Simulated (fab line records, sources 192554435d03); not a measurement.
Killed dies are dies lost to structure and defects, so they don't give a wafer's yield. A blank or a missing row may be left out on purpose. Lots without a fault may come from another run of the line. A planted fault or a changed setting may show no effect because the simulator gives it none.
fab line records | flow n5_finfet
record lots=7 wafers=39
route steps=1938 shown WELL_APT@32 DUMMY_GATE@228 HKMG_FIN@435 GATE_CUT@493
start_h: hours from the record's first day to the start of the lot's first wafer shown | wait_h: hours since the lot's step before | " the same as in the row above | L1.1+2: a row that stands for several wafers | - no value, or no start given | * or withheld: withheld | < > ~ a bound
route shown NAME@n: a module of which the file shows steps, and the number in the route of the first | usual: mean/standard deviation of fault-free wafers | same: alike in all rows | chamber/n: place in a boat | sites: the reading at each site | _std_site: their standard deviation | _edge_site: outer sites' mean less inner sites' | radius_mm: how far each site lies from the wafer's centre | mask NAME#n: copy n | behind: the tool/chamber that last shaped the wafer | hold: why the lot was held/for how many hours/how that ended | device: the transistor (n, p or np) that didn't switch | end of line: the same wafers' tests at the end of the route | a step without rows: its recipe alone | killed: dies lost to structure and defects at the first sort, not the wafer's yield | map: a wafer's dies, x killed, . not, _ none there
set.NAME: the setting as run; set.NAME@STEP: as run at that earlier step | model.NAME: the simulator's own value behind a step, which no gauge read
lots whose settings were changed on purpose; a table a step, a row a wafer
## steps
# step N5_WELL_APT_IMPLANT_14
# recipe species=P energy_kev=160 dose_cm2=1.5e+13 tilt_deg=0 rotation_deg=0
# columns lot.wafer tool chamber start_h wait_h set.energy_kev model.implant.rp_nm model.implant.drp_nm
L080.1+3+5 implanter-02 0 50.01 0.1 160 204.5 65.9
L080.2+4+6 " 0 " " 176.9 226.8 70.99
L081.1+2+6 implanter-02 0 57.47 0.1 160 196.2 65.9
L081.3+4+5 " 0 " " 171.7 211 69.41
L083.1+2+5 implanter-01 0 67.97 0.1 160 201.9 65.9
L088.1+4+5 implanter-01 0 98.05 0.1 174.2 219.9 70.17
L088.2+3+6 " 0 " " 160 201.5 65.9
L091.1+3+5 implanter-01 0 116.36 0.1 160 205.8 65.9
L091.2+4+6 " 0 " " 149.2 191.4 62.54
L094.1+4+5 implanter-02 0 134.39 0.1 145.6 182.8 61.36
L094.2+3+6 " 0 " " 160 201.7 65.9
L096.1+4+6 implanter-02 0 146.04 0.1 160 198.9 65.9
L096.2+3+5 " 0 " " 146.3 181.2 61.59
# step N5_WELL_APT_EPI_41
# recipe material=Si target_thk_a=500 temp_c=650 precursor=SiH4/H2 pressure_torr=20 time_s=297.7
# columns lot.wafer tool chamber start_h wait_h set.target_thk_a model.Si_of_WELL_APT_EPI_41.thk_nm
L080.1 epi_rpcvd-03 0 52.03 0.0 462.7 46.92
L080.2 " 0 " " 500 50.7
L080.3 " 0 " " 500 50.59
L080.4 " 0 " " 500 51.08
L080.5 " 0 " " 462.7 46.93
L080.6 " 0 " " 462.7 47.68
L081.1 epi_rpcvd-03 0 59.74 0.0 500 50.96
L081.2 " 0 " " 500 50.38
L081.3 " 0 " " 500 50.17
L081.4 " 0 " " 500 50.72
L081.5 " 0 " " 500 50.43
L081.6 " 0 " " 500 51.1
L083.1 epi_rpcvd-02 0 70.31 0.0 500 50.95
L083.2 " 0 " " 500 50.8
L083.5 " 0 " " 500 50.85
L088.1 epi_rpcvd-01 0 100.21 0.0 500 49.79
L088.2 " 0 " " 500 49.56
L088.3 " 0 " " 500 49.75
L088.4 " 0 " " 500 49.65
L088.5 " 0 " " 500 49.35
L088.6 " 0 " " 500 49.44
L091.1 epi_rpcvd-02 0 118.59 0.0 460.4 47.37
L091.2 " 0 " " 500 50.95
L091.3 " 0 " " 460.4 46.97
L091.4 " 0 " " 500 51
L091.5 " 0 " " 500 51.12
L091.6 " 0 " " 460.4 46.61
L094.1 epi_rpcvd-01 0 136.43 0.0 478.3 48.65
L094.2 " 0 " " 478.3 48.08
L094.3 " 0 " " 500 50.05
L094.4 " 0 " " 478.3 47.53
L094.5 " 0 " " 500 49.69
L094.6 " 0 " " 500 50.93
L096.1 epi_rpcvd-02 0 148.39 0.0 500 50.52
L096.2 " 0 " " 524.3 52.46
L096.3 " 0 " " 524.3 51.91
L096.4 " 0 " " 500 50.35
L096.5 " 0 " " 500 49.81
L096.6 " 0 " " 524.3 52.4
# step N5_DUMMY_GATE_EXPOSE_12
# recipe mask_id=GATE na=0.33 source_shape=annular sigma_inner=0.2 sigma_outer=0.6 polarization=unpolarized target_cd_nm=25 dose_mj=34
# columns lot.wafer tool chamber start_h wait_h mask set.dose_mj
L080.1+3+6 euv_scanner-02 0 82.48 - GATE#0 34
L080.2+4+5 " 0 " " GATE#0 33.18
L081.1+3+4 euv_scanner-01 0 91.00 - GATE#0 34
L081.2+5+6 " 0 " " GATE#0 31.41
L083.1+2+5 euv_scanner-02 0 100.00 - GATE#0 34
L088.1+4+6 euv_scanner-01 0 130.75 - GATE#0 34
L088.2+3+5 " 0 " " GATE#0 32.85
L091.1+4+5 euv_scanner-02 0 147.29 - GATE#0 34
L091.2+3+6 " 0 " " GATE#0 32.15
L094.1+3+4 euv_scanner-02 0 168.91 - GATE#0 36.21
L094.2+5+6 " 0 " " GATE#0 34
L096.1+2+5 euv_scanner-02 0 179.55 - GATE#0 35.84
L096.3+4+6 " 0 " " GATE#0 34
# step N5_DUMMY_GATE_PEB_13
# recipe peb_temp_c=100 peb_time_s=60 resist=CAR-EUV
# step N5_DUMMY_GATE_DEVELOP_14
# recipe develop_time_s=30 developer=TMAH resist=CAR-EUV rinse_liquid=surfactant_rinse dry=air_spin dev_temp_c=23
# step N5_DUMMY_GATE_CD_MEAS_15
# recipe target_cd_nm=25.8 landing_energy_ev=500 detector=se_inlens
# usual cd_nm=25.06/0.21
# columns lot.wafer tool chamber start_h wait_h set.dose_mj@DUMMY_GATE_EXPOSE_12 cd_nm
L080.1 cd_sem-02 0 82.61 - 34 24.90
L080.2 " 0 " " 33.18 25.59
L080.3 " 0 " " 34 25.08
L080.4 " 0 " " 33.18 25.71
L080.5 " 0 " " 33.18 25.52
L080.6 " 0 " " 34 25.10
L081.1 cd_sem-03 0 91.13 - 34 24.68
L081.2 " 0 " " 31.41 26.53
L081.3 " 0 " " 34 25.24
L081.4 " 0 " " 34 25.00
L081.5 " 0 " " 31.41 26.69
L081.6 " 0 " " 31.41 26.48
L083.1 cd_sem-03 0 100.13 - 34 25.11
L083.2 " 0 " " 34 25.15
L083.5 " 0 " " 34 25.00
L088.1 cd_sem-02 0 130.88 - 34 24.74
L088.2 " 0 " " 32.85 25.61
L088.3 " 0 " " 32.85 25.46
L088.4 " 0 " " 34 25.07
L088.5 " 0 " " 32.85 25.88
L088.6 " 0 " " 34 25.28
L091.1 cd_sem-03 0 147.41 - 34 25.10
L091.2 " 0 " " 32.15 26.13
L091.3 " 0 " " 32.15 26.42
L091.4 " 0 " " 34 25.26
L091.5 " 0 " " 34 25.33
L091.6 " 0 " " 32.15 26.21
L094.1 cd_sem-02 0 169.04 - 36.21 23.92
L094.2 " 0 " " 34 24.69
L094.3 " 0 " " 36.21 23.90
L094.4 " 0 " " 36.21 23.77
L094.5 " 0 " " 34 25.05
L094.6 " 0 " " 34 24.81
L096.1 cd_sem-03 0 179.68 - 35.84 24.28
L096.2 " 0 " " 35.84 24.25
L096.3 " 0 " " 34 25.44
L096.4 " 0 " " 34 25.62
L096.5 " 0 " " 35.84 24.25
L096.6 " 0 " " 34 24.86
# step N5_DUMMY_GATE_STRIP_38
# recipe chemistry=N2/H2 temp_c=40 n2_flow_sccm=200 h2_flow_sccm=200 rf_frequency_hz=6e+07
# step N5_DUMMY_GATE_STRIP_39
# recipe chemistry=N2/H2 temp_c=40 n2_flow_sccm=200 h2_flow_sccm=200 rf_frequency_hz=6e+07
# step N5_DUMMY_GATE_TRIM_49
# recipe chemistry=O2 resist=SOC time_s=29 target_cd_nm=14 source_power_w=300 bias_power_w=0 O2_flow_sccm=100 temp_c=20
# columns lot.wafer tool chamber start_h wait_h set.dose_mj@DUMMY_GATE_EXPOSE_12 model.DUMMY_GATE.cd_nm
L080.1 rie_si-02 2 82.96 0.0 34 14.4
L080.2+5 " 0 " " 33.18 14.6
L080.3 " 1 " " 34 14
L080.4 " 3 " " 33.18 15
L080.6 " 1 " " 34 14.2
L081.1 rie_si-02 1 91.49 0.0 34 13.6
L081.2 " 0 " " 31.41 15
L081.3 " 3 " " 34 13.8
L081.4 " 2 " " 34 14.2
L081.5 " 2 " " 31.41 15.2
L081.6 " 1 " " 31.41 15.4
L083.1 rie_si-02 1 100.88 0.0 34 13.8
L083.2+5 " 3 " " 34 14.2
L088.1+6 rie_si-06 0,1 131.23 0.0 34 14.4
L088.2 " 2 " " 32.85 14.8
L088.3+5 " 1,0 " " 32.85 15
L088.4 " 3 " " 34 14.8
L091.1+4 rie_si-02 1,0 147.77 0.0 34 13.8
L091.2 " 2 " " 32.15 15.4
L091.3 " 3 " " 32.15 15.2
L091.5 " 3 " " 34 14
L091.6 " 0 " " 32.15 14.8
L094.1+4 rie_si-06 2,3 169.39 0.0 36.21 12.8
L094.2+5 " 0,3 " " 34 14
L094.3 " 1 " " 36.21 13
L094.6 " 2 " " 34 13.8
L096.1+2+5 rie_si-01 3,2,0 180.07 0.0 35.84 13.2
L096.3 " 0 " " 34 14.4
L096.4 " 1 " " 34 14
L096.6 " 3 " " 34 13.8
# step N5_DUMMY_GATE_STRIP_40
# recipe chemistry=CF4 resist=SiARC power_w=300 bias_power_w=75 pressure_mtorr=50 cf4_flow_sccm=150 rf_frequency_hz=6e+07
# step N5_DUMMY_GATE_CD_MEAS_50
# recipe target_cd_nm=14
# usual cd_nm=14.0/0.36
# columns lot.wafer tool chamber start_h wait_h set.dose_mj@DUMMY_GATE_EXPOSE_12 cd_nm
L080.1 cd_sem-02 - 83.12 0.0 34 14.6
L080.2 " - " " 33.18 14.7
L080.3 " - " " 34 13.9
L080.4 " - " " 33.18 15.0
L080.5 " - " " 33.18 14.3
L080.6 " - " " 34 14.4
L081.1 cd_sem-03 - 91.64 0.0 34 13.4
L081.2 " - " " 31.41 15.4
L081.3 " - " " 34 13.8
L081.4 " - " " 34 14.0
L081.5 " - " " 31.41 15.3
L081.6 " - " " 31.41 15.7
L083.1 cd_sem-01 - 101.05 0.0 34 13.7
L083.2 " - " " 34 14.2
L083.5 " - " " 34 13.9
L088.1 cd_sem-03 - 131.38 0.0 34 14.3
L088.2 " - " " 32.85 15.0
L088.3 " - " " 32.85 14.9
L088.4 " - " " 34 14.4
L088.5 " - " " 32.85 15.4
L088.6 " - " " 34 14.5
L091.1 cd_sem-01 - 147.92 0.0 34 14.0
L091.2 " - " " 32.15 15.0
L091.3 " - " " 32.15 15.2
L091.4 " - " " 34 14.1
L091.5 " - " " 34 14.0
L091.6 " - " " 32.15 14.3
L094.1 cd_sem-03 - 169.54 0.0 36.21 12.6
L094.2 " - " " 34 13.9
L094.3 " - " " 36.21 13.0
L094.4 " - " " 36.21 13.3
L094.5 " - " " 34 13.7
L094.6 " - " " 34 13.8
L096.1 cd_sem-01 - 180.24 0.0 35.84 13.5
L096.2 " - " " 35.84 13.0
L096.3 " - " " 34 14.2
L096.4 " - " " 34 13.8
L096.5 " - " " 35.84 13.4
L096.6 " - " " 34 14.0
# step N5_DUMMY_GATE_ETCH_32
# recipe chemistry=CF4 target=SiO2 target_depth_a=35 time_s=3.9 ion_energy_ev=350 pressure_mtorr=10 icp_w=800 bias_w=400 cf4_flow_sccm=80
# columns lot.wafer tool chamber start_h wait_h set.time_s model.etch.depth_nm
L080.1 rie_si-01 0 83.41 0.1 3.9 3.531
L080.2 " 2 " " 3.9 3.486
L080.3 " 3 " " 3.9 3.506
L080.4 " 1 " " 3.9 3.452
L080.5 " 3 " " 3.9 3.499
L080.6 " 0 " " 3.9 3.527
L081.1 rie_si-01 1 91.93 0.1 3.9 3.44
L081.2 " 2 " " 3.9 3.463
L081.3 " 3 " " 3.9 3.469
L081.4 " 0 " " 4.46 4
L081.5 " 1 " " 4.46 3.921
L081.6 " 0 " " 4.46 4.022
L083.1 rie_si-01 0 101.34 0.1 3.9 3.457
L083.2 " 3 " " 3.9 3.46
L083.5 " 0 " " 3.9 3.463
L088.1 rie_si-02 3 131.68 0.1 4.364 3.928
L088.2 " 1 " " 3.9 3.388
L088.3 " 0 " " 4.364 3.802
L088.4 " 2 " " 4.364 4
L088.5 " 0 " " 3.9 3.425
L088.6 " 1 " " 3.9 3.371
L091.1 rie_si-01 2 148.22 0.1 3.9 3.492
L091.2 " 0 " " 4.835 4.389
L091.3 " 3 " " 3.9 3.571
L091.4 " 1 " " 3.9 3.448
L091.5 " 2 " " 4.835 4.346
L091.6 " 1 " " 4.835 4.31
L094.1 rie_si-02 0 169.84 0.1 3.008 2.642
L094.2 " 3 " " 3.9 3.5
L094.3 " 1 " " 3.9 3.395
L094.4 " 2 " " 3.9 3.584
L094.5 " 0 " " 3.008 2.634
L094.6 " 3 " " 3.008 2.715
L096.1 rie_si-06 2 180.77 0.1 3.051 2.746
L096.2 " 0 " " 3.051 2.78
L096.3 " 3 " " 3.9 3.475
L096.4 " 1 " " 3.051 2.674
L096.5 " 0 " " 3.9 3.583
L096.6 " 1 " " 3.9 3.443
# step N5_DUMMY_GATE_ETCH_44
# recipe chemistry=HBr/O2 over_etch_frac=0.7 target_depth_a=1275 stop_on=SiO2 ion_energy_ev=60 bias_w=20 target=poly-Si mask_material=SiO2 pressure_mtorr=20 icp_w=400 HBr_flow_sccm=120 O2_flow_sccm=10
# columns lot.wafer tool chamber start_h wait_h set.target_depth_a set.dose_mj@DUMMY_GATE_EXPOSE_12 model.DUMMY_GATE.cd_nm
L080.1 rie_si-01 0 83.50 0.0 1398 34 15.6
L080.2 " 2 " " 1398 33.18 16
L080.3 " 3 " " 1398 34 15.4
L080.4 " 1 " " 1275 33.18 16.2
L080.5 " 3 " " 1275 33.18 16
L080.6 " 0 " " 1275 34 15.4
L081.1 rie_si-01 1 92.02 0.0 1275 34 14.8
L081.2+6 " 2,0 " " 1217 31.41 16.4
L081.3 " 3 " " 1275 34 15
L081.4 " 0 " " 1217 34 15.2
L081.5 " 1 " " 1275 31.41 16.4
L083.1 rie_si-01 0 101.43 0.0 1275 34 14.8
L083.2+5 " 3,0 " " 1275 34 15.2
L088.1 rie_si-02 3 131.77 0.0 1426 34 15.2
L088.2 " 1 " " 1426 32.85 15.8
L088.3 " 0 " " 1426 32.85 16.2
L088.4 " 2 " " 1275 34 15.6
L088.5 " 0 " " 1275 32.85 16.2
L088.6 " 1 " " 1275 34 15.4
L091.1 rie_si-01 2 148.31 0.0 1275 34 14.6
L091.2 " 0 " " 1377 32.15 16.6
L091.3 " 3 " " 1275 32.15 16.4
L091.4 " 1 " " 1377 34 14.8
L091.5 " 2 " " 1275 34 15.4
L091.6 " 1 " " 1377 32.15 16
L094.1 rie_si-02 0 169.93 0.0 1193 36.21 14.2
L094.2 " 3 " " 1275 34 14.8
L094.3 " 1 " " 1193 36.21 14
L094.4 " 2 " " 1275 36.21 13.8
L094.5 " 0 " " 1275 34 15.2
L094.6 " 3 " " 1193 34 14.6
L096.1 rie_si-06 2 180.86 0.0 1275 35.84 14
L096.2 " 0 " " 1275 35.84 13.8
L096.3 " 3 " " 1275 34 15.6
L096.4 " 1 " " 1275 34 14.8
L096.5 " 0 " " 1275 35.84 14.2
L096.6 " 1 " " 1275 34 14.6
# step N5_DUMMY_GATE_CD_MEAS_24
# recipe target_cd_nm=15
# usual cd_nm=15.0/0.38
# columns lot.wafer tool chamber start_h wait_h set.dose_mj@DUMMY_GATE_EXPOSE_12 cd_nm
L080.1 cd_sem-03 - 83.61 0.1 34 15.4
L080.2 " - " " 33.18 16.3
L080.3 " - " " 34 15.3
L080.4 " - " " 33.18 16.1
L080.5 " - " " 33.18 16.1
L080.6 " - " " 34 15.3
L081.1 cd_sem-03 - 92.13 0.1 34 15.0
L081.2 " - " " 31.41 16.5
L081.3 " - " " 34 15.5
L081.4 " - " " 34 15.2
L081.5 " - " " 31.41 16.3
L081.6 " - " " 31.41 16.4
L083.1 cd_sem-03 - 101.54 0.1 34 15.0
L083.2 " - " " 34 15.4
L083.5 " - " " 34 15.2
L088.1 cd_sem-01 - 131.88 0.1 34 15.2
L088.2 " - " " 32.85 16.0
L088.3 " - " " 32.85 16.2
L088.4 " - " " 34 15.4
L088.5 " - " " 32.85 16.1
L088.6 " - " " 34 14.9
L091.1 cd_sem-02 - 148.41 0.1 34 14.3
L091.2 " - " " 32.15 16.4
L091.3 " - " " 32.15 16.5
L091.4 " - " " 34 14.8
L091.5 " - " " 34 15.7
L091.6 " - " " 32.15 16.1
L094.1 cd_sem-03 - 170.04 0.1 36.21 13.7
L094.2 " - " " 34 14.6
L094.3 " - " " 36.21 13.7
L094.4 " - " " 36.21 14.1
L094.5 " - " " 34 15.2
L094.6 " - " " 34 14.7
L096.1 cd_sem-02 - 180.97 0.1 35.84 13.9
L096.2 " - " " 35.84 14.2
L096.3 " - " " 34 15.6
L096.4 " - " " 34 14.6
L096.5 " - " " 35.84 14.0
L096.6 " - " " 34 14.6
# step N5_DUMMY_GATE_ETCH_42
# recipe chemistry=CHF3/O2 target=SiO2 target_depth_a=35 time_s=31 ion_energy_ev=30 bias_w=12 pressure_mtorr=30 source_w=600 Ar_flow_sccm=200 CHF3_flow_sccm=50 O2_flow_sccm=5
# columns lot.wafer tool chamber start_h wait_h set.dose_mj@DUMMY_GATE_EXPOSE_12 model.DUMMY_GATE.cd_nm
L080.1+3 rie_diel-04 3,2 83.74 0.1 34 15.6
L080.2 " 1 " " 33.18 15.8
L080.4 " 0 " " 33.18 16.2
L080.5 " 0 " " 33.18 16
L080.6 " 3 " " 34 15.4
L081.1 rie_diel-01 0 92.18 0.0 34 14.6
L081.2+5+6 " 3,3,0 " " 31.41 16.4
L081.3 " 2 " " 34 15
L081.4 " 2 " " 34 15.4
L083.1 rie_diel-01 3 101.76 0.2 34 14.8
L083.2+5 " 2,3 " " 34 15.2
L088.1+6 rie_diel-01 2 131.93 0.0 34 15.2
L088.2 " 1 " " 32.85 15.8
L088.3 " 0 " " 32.85 16
L088.4 " 1 " " 34 15.6
L088.5 " 0 " " 32.85 16.2
L091.1 rie_diel-01 2 148.49 0.1 34 14.6
L091.2 " 1 " " 32.15 16.6
L091.3 " 3 " " 32.15 16.4
L091.4 " 0 " " 34 14.8
L091.5 " 3 " " 34 15.2
L091.6 " 0 " " 32.15 16
L094.1 rie_diel-02 1 170.09 0.0 36.21 14.2
L094.2 " 3 " " 34 15
L094.3 " 2 " " 36.21 14
L094.4 " 0 " " 36.21 13.8
L094.5 " 0 " " 34 15.2
L094.6 " 3 " " 34 14.8
L096.1 rie_diel-01 2 181.02 0.0 35.84 13.8
L096.2 " 0 " " 35.84 14
L096.3 " 1 " " 34 15.6
L096.4 " 3 " " 34 15
L096.5 " 0 " " 35.84 14.2
L096.6 " 3 " " 34 14.8
# step N5_HKMG_FIN_ETCH_32
# recipe chemistry=N2/H2 target=SOC target_depth_a=2400 temp_c=40 time_s=300 ion_energy_ev=200 mask_material=SiARC pressure_mtorr=30 source_w=840 bias_w=150 n2_flow_sccm=200 h2_flow_sccm=200
# columns lot.wafer tool chamber start_h wait_h set.target_depth_a model.etch.depth_nm model.HKMG_FIN.feature_depth_nm
L080.1 rie_diel-05 2 112.01 0.0 2252 230.8 230.8
L080.2 " 3 " " 2400 246.8 246.8
L080.3 " 0 " " 2252 229.6 229.6
L080.4 " 1 " " 2252 225.5 225.6
L080.5 " 3 " " 2400 248.3 248.4
L080.6 " 2 " " 2400 245.9 245.8
L081.1 rie_diel-03 2 119.75 0.0 2400 247.2 247.2
L081.2 " 3 " " 2300 232 232
L081.3 " 1 " " 2300 233.6 233.6
L081.4 " 0 " " 2400 248.3 248.2
L081.5 " 1 " " 2300 233.2 233.2
L081.6 " 2 " " 2400 246.3 246.2
L083.1 rie_diel-06 2 130.28 0.0 2400 232.5 232.4
L083.2 " 0 " " 2400 237.9 238
L083.5 " 3 " " 2400 243 243
L088.1 rie_diel-03 3 160.84 0.0 2400 240.7 240.6
L088.2 " 0 " " 2400 246.8 246.8
L088.3 " 2 " " 2400 249.1 249.2
L088.4 " 1 " " 2400 248.4 248.4
L088.5 " 0 " " 2400 248.2 248.2
L088.6 " 3 " " 2400 241.8 241.8
L091.1 rie_diel-06 3 176.68 0.0 2151 215.5 215.6
L091.2 " 1 " " 2151 219.1 219
L091.3 " 0 " " 2400 234.4 234.4
L091.4 " 0 " " 2400 231.8 231.8
L091.5 " 1 " " 2151 218.5 218.4
L091.6 " 3 " " 2400 238.7 238.8
L094.1 rie_diel-06 0 200.06 0.0 2400 233.2 233.2
L094.2 " 2 " " 2204 214.4 214.4
L094.3 " 3 " " 2400 237.6 237.6
L094.4 " 1 " " 2204 225 225
L094.5 " 0 " " 2400 230.9 231
L094.6 " 3 " " 2204 218.4 218.4
L096.1 rie_diel-03 1 208.75 0.0 2400 247.7 247.8
L096.2 " 3 " " 2294 230.2 230.2
L096.3 " 0 " " 2294 234 234
L096.4 " 2 " " 2294 238.2 238.2
L096.5 " 2 " " 2400 246.1 246.2
L096.6 " 1 " " 2400 248.5 248.6
# step N5_GATE_CUT_ETCH_37
# recipe chemistry=N2/H2 target=SOC target_depth_a=600 overetch_a=120 mask_material=SiARC temp_c=40 time_s=90 ion_energy_ev=200 pressure_mtorr=30 source_w=840 bias_w=150 n2_flow_sccm=200 h2_flow_sccm=200
# usual rf_vpp_V=524.7/2.4
# columns lot.wafer tool chamber start_h wait_h set.bias_w rf_vpp_V
L080.1 rie_diel-02 2 121.33 0.0 150 524.1
L080.2 " 0 " " 150 526.3
L080.3 " 3 " " 150 523.1
L080.4 " 1 " " 150 527.3
L080.5 " 1 " " 150 527.8
L080.6 " 0 " " 150 525.6
L081.1 rie_diel-02 2 128.35 0.0 150 522.0
L081.2 " 0 " " 150 526.7
L081.3 " 1 " " 132.5 488.5
L081.4 " 3 " " 132.5 482.6
L081.5 " 2 " " 132.5 483.9
L081.6 " 1 " " 150 527.5
L083.1 rie_diel-01 3 138.41 0.0 150 525.9
L083.2 " 2 " " 150 522.9
L083.5 " 0 " " 150 527.9
L088.1 rie_diel-01 1 169.60 0.0 150 523.9
L088.2 " 0 " " 150 528.7
L088.3 " 2 " " 150 525.4
L088.4 " 3 " " 150 526.5
L088.5 " 2 " " 150 522.7
L088.6 " 3 " " 150 524.6
L091.1 rie_diel-01 1 185.99 0.0 150 523.1
L091.2 " 3 " " 150 527.1
L091.3 " 0 " " 150 528.1
L091.4 " 2 " " 150 522.7
L091.5 " 3 " " 150 526.4
L091.6 " 2 " " 150 523.1
L094.1 rie_diel-01 3 208.72 0.0 166.5 562.8
L094.2 " 2 " " 150 522.8
L094.3 " 0 " " 166.5 561.1
L094.4 " 1 " " 166.5 558.4
L094.5 " 3 " " 150 525.9
L094.6 " 0 " " 150 527.2
L096.1 rie_diel-02 3 218.14 0.0 132.8 484.1
L096.2 " 2 " " 132.8 486.3
L096.3 " 1 " " 150 527.7
L096.4 " 0 " " 150 525.0
L096.5 " 3 " " 150 522.0
L096.6 " 2 " " 132.8 484.6
## key
split step=N5_WELL_APT_IMPLANT_14 setting=energy_kev stated=160 by=wafer
response step=N5_WELL_APT_IMPLANT_14 reading=model.implant.rp_nm change=+2.09 per=1% r=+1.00
response step=N5_WELL_APT_IMPLANT_14 reading=model.implant.drp_nm change=+0.491 per=1% r=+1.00
split step=N5_WELL_APT_EPI_41 setting=target_thk_a stated=500 by=wafer
response step=N5_WELL_APT_EPI_41 reading=model.Si_of_WELL_APT_EPI_41.thk_nm change=+0.486 per=1% r=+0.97
split step=N5_DUMMY_GATE_EXPOSE_12 setting=dose_mj stated=34 by=wafer
response step=N5_DUMMY_GATE_CD_MEAS_15 reading=cd_nm change=-0.188 per=1% r=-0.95
response step=N5_DUMMY_GATE_TRIM_49 reading=model.DUMMY_GATE.cd_nm change=-0.177 per=1% r=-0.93
response step=N5_DUMMY_GATE_CD_MEAS_50 reading=cd_nm change=-0.172 per=1% r=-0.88
response step=N5_DUMMY_GATE_ETCH_44 reading=model.DUMMY_GATE.cd_nm change=-0.187 per=1% r=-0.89
response step=N5_DUMMY_GATE_CD_MEAS_24 reading=cd_nm change=-0.189 per=1% r=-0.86
response step=N5_DUMMY_GATE_ETCH_42 reading=model.DUMMY_GATE.cd_nm change=-0.196 per=1% r=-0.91
split step=N5_DUMMY_GATE_ETCH_32 setting=time_s stated=3.9 by=wafer
response step=N5_DUMMY_GATE_ETCH_32 reading=model.etch.depth_nm change=+0.0362 per=1% r=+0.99
split step=N5_DUMMY_GATE_ETCH_44 setting=target_depth_a stated=1275 by=wafer
response none clear
split step=N5_HKMG_FIN_ETCH_32 setting=target_depth_a stated=2400 by=wafer
response step=N5_HKMG_FIN_ETCH_32 reading=model.etch.depth_nm change=+2.13 per=1% r=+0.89
response step=N5_HKMG_FIN_ETCH_32 reading=model.HKMG_FIN.feature_depth_nm change=+2.13 per=1% r=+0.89
split step=N5_GATE_CUT_ETCH_37 setting=bias_w stated=150 by=wafer
response step=N5_GATE_CUT_ETCH_37 reading=rf_vpp_V change=+3.4 per=1% r=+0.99
